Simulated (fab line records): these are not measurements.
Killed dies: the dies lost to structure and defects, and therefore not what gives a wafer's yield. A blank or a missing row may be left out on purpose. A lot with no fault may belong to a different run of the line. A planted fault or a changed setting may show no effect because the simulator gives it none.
Which tool did it? + flow nand_harc + route of 1159 steps, sampled at 1 step: 12 lots, 36 wafers

== WHAT EACH GAUGE READ, for each wafer ==
NHARC_A_SIN_REMOVE_INSPECT_04.
| lot  | measured     | on                | raw_defect_count |
|------|--------------|-------------------|------------------|
| L076 | day 15 07:52 | defect_inspect-01 | 296 217 251      |
| L077 | day 15 19:44 | defect_inspect-01 | 194 243 195      |
| L081 | day 16 08:54 | defect_inspect-02 | 309 355 346      |
| L082 | day 17 09:38 | defect_inspect-01 | 406 268 221      |
| L085 | day 17 12:37 | defect_inspect-01 | 252 368 332      |
| L080 | day 17 12:38 | defect_inspect-01 | 472 350 361      |
| L086 | day 19 03:35 | defect_inspect-01 | 275 293 283      |
| L091 | day 19 03:37 | defect_inspect-02 | 273 301 346      |
| L092 | day 19 14:44 | defect_inspect-02 | 233 230 244      |
| L094 | day 20 11:19 | defect_inspect-01 | 242 319 205      |
| L093 | day 20 11:20 | defect_inspect-01 | 211 295 299      |
| L095 | day 20 17:07 | defect_inspect-02 | 231 245 239      |

== EACH LOT AND THE TOOL THAT RAN IT (in order: tool; ch and the chambers of the sampled wafers; start) ==
No process step before these readings appears in the record.

== THE ANSWER, worked out from the rows above alone ==
Rule: usual is defined by the lots themselves. Put in order of their means at a reading, lots are off if they are a third of the lots or fewer, leave a main group of 4 or more, and stand apart from it by a gap of 3 or more times the standard deviation of the main group's means; of several such gaps the widest counts. Not used: any main group whose means are identical at the precision the tables above print for the reading. A lot without any number at a reading at which 4 lots or more have one is off too. Any other lot the step has rows for is counted as sound.
No lot is off at any reading shown: from this, nothing can be told.

== WHAT THE SIMULATOR HAD PUT IN ==
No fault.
